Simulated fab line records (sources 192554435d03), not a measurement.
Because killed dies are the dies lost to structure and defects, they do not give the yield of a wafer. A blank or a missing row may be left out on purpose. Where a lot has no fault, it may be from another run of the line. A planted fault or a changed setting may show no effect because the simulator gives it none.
Chamber matching -- flow n5Finfet -- N5_BEOL_M10_ALD_74 on aldMetal-02 has 4 sister chambers
The step deposits TaN, target thk 2 nm, pulse time 2 s, purge time 3 s. 14 wafers are shown with their chamber, then 7 later ones without.

EACH WAFER AND ITS CHAMBER
wafer,chamber,heaterPowerW (W),precursorVesselPressureTorr (Torr),susceptorTempC (C)
L074.1,2,417,26.29,275.22
L074.4,2,419,26.31,275.11
L074.6,3,416,26.21,275.12
L081.1,1,443,26.27,275.29
L081.2,3,418,26.33,274.89
L081.6,3,414,26.38,275.14
L086.2,1,452,26.26,274.85
L086.4,0,490,26.29,275.08
L086.5,2,416,26.28,275.21
L095.2,0,496,26.18,275.39
L095.5,3,402,26.25,275.07
L095.6,0,475,26.25,274.88
L093.2,0,491,26.23,274.81
L093.4,2,423,26.25,275.42

SIGNATURES, as means of the wafers listed above
reading,chamber 0,chamber 1,chamber 2,chamber 3,scatter within a chamber
heaterPowerW,488.00,447.50,418.75,412.50,6.86
precursorVesselPressureTorr,26.2375,26.2650,26.2825,26.2925,0.0509
susceptorTempC,275.0400,275.0700,275.2400,275.0550,0.197
Rule: for a wafer and a chamber, the distance is found by dividing, reading by reading, the gap between the wafer's reading and the chamber's mean by the reading's scatter, squaring, summing and taking the root. If the next closest chamber is less than 2 further off than the closest, the wafer can't be placed; otherwise it belongs to the closest. The scatter: take each reading less its chamber's mean, square it, sum over the shown wafers, divide by the number of wafers less the number of chambers, and take the root.

WAFERS WITH NO CHAMBER GIVEN
wafer,heaterPowerW (W),precursorVesselPressureTorr (Torr),susceptorTempC (C)
L093.6,448,26.34,274.91
L096.2,416,26.20,274.97
L096.5,416,26.22,274.98
L096.6,465,26.24,275.22
L097.1,486,26.33,274.57
L097.5,416,26.18,275.35
L097.6,498,26.15,274.75

CHAMBER TAKEN BY EACH
wafer,from the rows above,in truth
L093.6,1,1
L096.2,can't be placed: 3 or 2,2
L096.5,can't be placed: 3 or 2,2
L096.6,can't be placed: 1 or 0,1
L097.1,0,0
L097.5,can't be placed: 2 or 3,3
L097.6,0,0
Correctly placed: 3 of 7. Cannot be placed on the basis of these rows: 4; the candidates contain the true chamber in 4. 0 placed wrongly.
